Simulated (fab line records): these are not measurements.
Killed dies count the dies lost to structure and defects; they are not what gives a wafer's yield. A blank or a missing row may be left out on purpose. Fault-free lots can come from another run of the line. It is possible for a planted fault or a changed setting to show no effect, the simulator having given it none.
fab line records	flow n5Finfet
[record] lots = 7	wafers = 39
route steps=1938 shown FIN_CUT@173 DUMMY_GATE@228 HKMG_FIN@435 GATE_CUT@501 MOL_CONTACT_COAG@559 BEOL_M4@1111
startH: hours from the record's opening day to when the first of the lot's shown wafers began	waitH: hours since the lot's step before	" identical to the entry in the row above	L1.1+2: a row that stands for several wafers	- either no value or no given start	* or withheld: withheld	< > ~ a bound
route shown NAME@n: a module of which the file shows steps, and the number in the route of the first	usual: average and standard deviation across the fault-free wafers	same: alike in all rows	chamber/n: place in a boat	sites: readings site by site	_std_site: how widely they spread, as a standard deviation	_edge_site: outer sites' mean less inner sites'	radiusMm: how far each site lies from the wafer's centre	mask NAME#n: copy n	behind: the tool/chamber that last shaped the wafer	hold: why the lot went on hold/how many hours it stayed there/how the hold came to an end	device: transistor that didn't switch, given as n, p or np	end of line: the route-end tests of the same wafers	where a step has no rows: the recipe by itself	killed: dies lost to structure and defects at the first sort, not the wafer's yield	map: the dies of a wafer, with x for killed, . for not killed, _ for no die there
set.NAME: the setting the step ran with; set.NAME@STEP: the setting that earlier step ran with	model.NAME: the simulator's own value behind a step, which no gauge read
one table per step and one row per wafer, for lots whose settings were changed on purpose
[[steps]]
[step N5_FIN_CUT_CUT_ETCH_26]
[recipe] chemistry = CH3F/O2	target = SiNx	targetDepthA = 390	maskMaterial = SOC	timeS = 55.7	pressureMtorr = 30	sourceW = 395	biasW = 73	Ar_flow_sccm = 150	CH3F_flow_sccm = 30	O2_flow_sccm = 20	ionEnergyEv = 120
[step N5_DUMMY_GATE_EXPOSE_12]
[recipe] maskId = GATE	na = 0.33	sourceShape = annular	sigmaInner = 0.2	sigmaOuter = 0.6	polarization = unpolarized	targetCdNm = 25	doseMj = 34
[step N5_DUMMY_GATE_ETCH_42]
[recipe] chemistry = CHF3/O2	target = SiO2	targetDepthA = 35	timeS = 31	ionEnergyEv = 30	biasW = 12	pressureMtorr = 30	sourceW = 600	Ar_flow_sccm = 200	CHF3_flow_sccm = 50	O2_flow_sccm = 5
[step N5_HKMG_FIN_ETCH_32]
[recipe] chemistry = N2/H2	target = SOC	targetDepthA = 2400	tempC = 40	timeS = 300	ionEnergyEv = 200	maskMaterial = SiARC	pressureMtorr = 30	sourceW = 840	biasW = 150	n2FlowSccm = 200	h2FlowSccm = 200
[step N5_HKMG_FIN_ETCH_35]
[recipe] chemistry = N2/H2	target = SOC	targetDepthA = 2158	ionEnergyEv = 65	biasW = 5	sourceW = 3000	timeS = 243.4	pressureMtorr = 30	n2FlowSccm = 200	h2FlowSccm = 200
[step N5_HKMG_FIN_NWFM_ALD_20]
[recipe] material = TiAlC	targetThkA = 20	tempC = 300	aldPrecursorFamily = TiCl4	aldCoReactant = TEA	pulseTimeS = 3	purgeTimeS = 2	coReactantPurgeTimeS = 2	coReactantPulseTimeS = 10	aldCycles = 7	pressureTorr = 3
[step N5_GATE_CUT_CUT_ETCH_54]
[recipe] chemistry = Cl2/BCl3	target = TiN	maskMaterial = SiO2	targetDepthA = 967	pressureMtorr = 10	icpW = 1000	biasW = 126	Cl2_flow_sccm = 53.25	bcl3FlowSccm = 21.75	Ar_flow_sccm = 25	ends = cleared
[step N5_MOL_CONTACT_COAG_ALD_27]
[recipe] material = SiOC	targetThkA = 170	tempC = 400	aldPrecursorFamily = carbosiloxane	aldCoReactant = H2-plasma	pulseTimeS = 1.5	timeS = 2720	purgeTimeS = 2	coReactantPurgeTimeS = 2	aldCycles = 340	pressureTorr = 2
[step N5_BEOL_M4_RC_MEAS_101]
[usual] DIBL_N = 36.0/2.2	IOFF_N = 0.16/0.035	IOFF_N_85C = 3.1/0.57	IOFF_N_LONG = 5.49e-05/1.8e-06	IOFF_P = 0.21/0.037
lot.wafer	tool	chamber	startH	waitH	set.timeS@FIN_CUT_CUT_ETCH_26	set.doseMj@DUMMY_GATE_EXPOSE_12	set.biasW@DUMMY_GATE_ETCH_42	set.targetDepthA@HKMG_FIN_ETCH_32	set.biasW@HKMG_FIN_ETCH_35	set.coReactantPulseTimeS@HKMG_FIN_NWFM_ALD_20	set.Cl2_flow_sccm@GATE_CUT_CUT_ETCH_54	set.aldCycles@MOL_CONTACT_COAG_ALD_27	DIBL_N[mV/V]	IOFF_N[nA/um]	IOFF_N_85C[nA/um]	IOFF_N_LONG[nA/um]	IOFF_P[nA/um]
L081.1	prober-02	0	235.70	0.0	63.32	33.17	10.87	2110	5.293	10.62	46.55	340	33.8	0.13	2.7	6.04e-05	0.16
L081.2	"	0	"	"	55.7	33.17	12	2400	5	10.62	53.25	340	37.5	0.19	3.8	5.83e-05	0.24
L081.3	"	0	"	"	55.7	33.17	10.87	2400	5	10	46.55	340	32.5	0.11	2.3	5.78e-05	0.15
L081.4	"	0	"	"	63.32	34	12	2400	5.293	10	46.55	340	37.8	0.20	3.9	5.82e-05	0.24
L081.5	"	0	"	"	55.7	34	10.87	2110	5.293	10	53.25	340	38.6	0.23	4.2	5.76e-05	0.29
L081.6	"	0	"	"	63.32	34	12	2110	5	10.62	53.25	340	36.2	0.17	3.3	5.91e-05	0.22
L079.1	prober-02	0	236.73	0.0	55.7	34	12	2400	5	10	53.25	340	33.1	0.11	2.3	5.24e-05	0.17
L079.2	"	0	"	"	55.7	34	12	2400	5	10	53.25	340	37.0	0.18	3.4	5.23e-05	0.26
L079.5	"	0	"	"	55.7	34	12	2400	5	10	53.25	340	34.1	0.13	2.6	5.18e-05	0.19
L087.1	prober-01	0	270.87	0.0	66.2	34.88	12	2400	4.148	10	65.82	340	38.5	0.20	3.7	5.62e-05	0.26
L087.2	"	0	"	"	66.2	34.88	13.69	2594	5	10	53.25	340	38.9	0.22	4.0	5.6e-05	0.27
L087.3	"	0	"	"	55.7	34.88	12	2594	4.148	10	53.25	313	37.0	0.17	3.3	5.49e-05	0.25
L087.4	"	0	"	"	55.7	34	12	2400	5	10	53.25	313	35.4	0.15	3.0	5.8e-05	0.19
L087.5	"	0	"	"	55.7	34	13.69	2594	5	10	65.82	340	35.8	0.16	3.0	5.62e-05	0.25
L087.6	"	0	"	"	66.2	34	13.69	2400	4.148	10	65.82	313	33.9	0.12	2.5	5.55e-05	0.20
L089.1	prober-02	0	299.45	0.0	55.7	35.6	12	2488	5	10	53.25	305	40.5	0.27	4.8	5.57e-05	0.34
L089.2	"	0	"	"	55.7	34	13.93	2400	5	7.807	53.25	340	35.1	0.12	2.5	4.98e-05	0.23
L089.3	"	0	"	"	55.7	35.6	13.93	2400	5	10	44.15	305	37.9	0.19	3.6	5.8e-05	0.24
L089.4	"	0	"	"	55.7	34	12	2400	5	7.807	44.15	305	34.5	0.12	2.4	4.97e-05	0.21
L089.5	"	0	"	"	55.7	35.6	12	2488	5	7.807	44.15	340	38.4	0.17	3.3	4.96e-05	0.30
L089.6	"	0	"	"	55.7	34	13.93	2488	5	10	53.25	340	35.7	0.16	3.0	5.71e-05	0.22
L088.1	prober-02	0	302.11	0.0	55.7	36.2	12	2400	5	10	49.79	340	37.7	0.18	3.5	5.41e-05	0.23
L088.2	"	0	"	"	55.7	34	12	2400	5.829	10	53.25	340	34.1	0.12	2.5	5.27e-05	0.20
L088.3	"	0	"	"	55.7	36.2	9.82	2400	5	10	53.25	378	39.2	0.22	4.1	5.53e-05	0.26
L088.4	"	0	"	"	55.7	34	9.82	2400	5.829	9.024	49.79	378	35.8	0.14	2.8	5.14e-05	0.20
L088.5	"	0	"	"	55.7	36.2	12	2400	5.829	9.024	49.79	378	38.7	0.20	3.6	5.15e-05	0.30
L088.6	"	0	"	"	55.7	34	9.82	2400	5	9.024	53.25	340	33.5	0.12	2.4	5.09e-05	0.20
L091.1	prober-01	0	302.65	0.0	55.7	34	12	2400	5	10	53.25	305	36.3	0.13	2.6	5.24e-05	0.19
L091.2	"	0	"	"	55.7	35.74	12	2400	4.468	10	47.44	340	36.7	0.14	2.8	5.17e-05	0.21
L091.3	"	0	"	"	55.7	35.74	12	2263	5	11.22	47.44	305	39.1	0.19	3.6	5.35e-05	0.24
L091.4	"	0	"	"	55.7	34	12	2400	4.468	11.22	47.44	340	34.3	0.11	2.3	5.51e-05	0.14
L091.5	"	0	"	"	55.7	35.74	12	2263	5	11.22	53.25	340	38.9	0.19	3.6	5.58e-05	0.20
L091.6	"	0	"	"	55.7	34	12	2263	4.468	10	53.25	305	34.2	0.11	2.2	5.28e-05	0.14
L094.1	prober-01	0	315.90	0.0	47.48	34	12	2316	5.528	11.15	53.25	340	32.0	0.10	2.1	5.72e-05	0.14
L094.2	"	0	"	"	55.7	35.68	12	2400	5.528	10	48.72	340	41.9	0.27	4.8	5.57e-05	0.28
L094.3	"	0	"	"	55.7	34	12	2400	5	10	53.25	375	34.7	0.13	2.6	5.66e-05	0.18
L094.4	"	0	"	"	47.48	35.68	13.03	2316	5	11.15	53.25	375	38.8	0.21	4.0	5.94e-05	0.23
L094.5	"	0	"	"	47.48	34	13.03	2400	5.528	11.15	48.72	375	36.5	0.17	3.2	5.77e-05	0.18
L094.6	"	0	"	"	55.7	35.68	13.03	2316	5	10	48.72	340	40.1	0.23	4.1	5.64e-05	0.28
[[key]]
[split] step = N5_FIN_CUT_CUT_ETCH_26	setting = timeS	statedAs = 55.7
response none clear
[split] step = N5_DUMMY_GATE_EXPOSE_12	setting = doseMj	statedAs = 34
[response] step = N5_BEOL_M4_RC_MEAS_101	reading = DIBL_N	slope = +0.91	per = 1%	togetherWith = all	explained = 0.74
[response] step = N5_BEOL_M4_RC_MEAS_101	reading = IOFF_P	slope = +0.0175	per = 1%	togetherWith = all	explained = 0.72
[response] step = N5_BEOL_M4_RC_MEAS_101	reading = IOFF_N	slope = +0.0164	per = 1%	togetherWith = all	explained = 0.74
[response] step = N5_BEOL_M4_RC_MEAS_101	reading = IOFF_N_85C	slope = +0.264	per = 1%	togetherWith = all	explained = 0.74
[split] step = N5_DUMMY_GATE_ETCH_42	setting = biasW	statedAs = 12
response none clear
[split] step = N5_HKMG_FIN_ETCH_32	setting = targetDepthA	statedAs = 2400
response none clear
[split] step = N5_HKMG_FIN_ETCH_35	setting = biasW	statedAs = 5
response none clear
[split] step = N5_HKMG_FIN_NWFM_ALD_20	setting = coReactantPulseTimeS	statedAs = 10
[response] step = N5_BEOL_M4_RC_MEAS_101	reading = IOFF_N_LONG	slope = +2.8e-07	per = 1%	togetherWith = all	explained = 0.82
[split] step = N5_GATE_CUT_CUT_ETCH_54	setting = Cl2_flow_sccm	statedAs = 53.25
response none clear
[split] step = N5_MOL_CONTACT_COAG_ALD_27	setting = aldCycles	statedAs = 340
response none clear
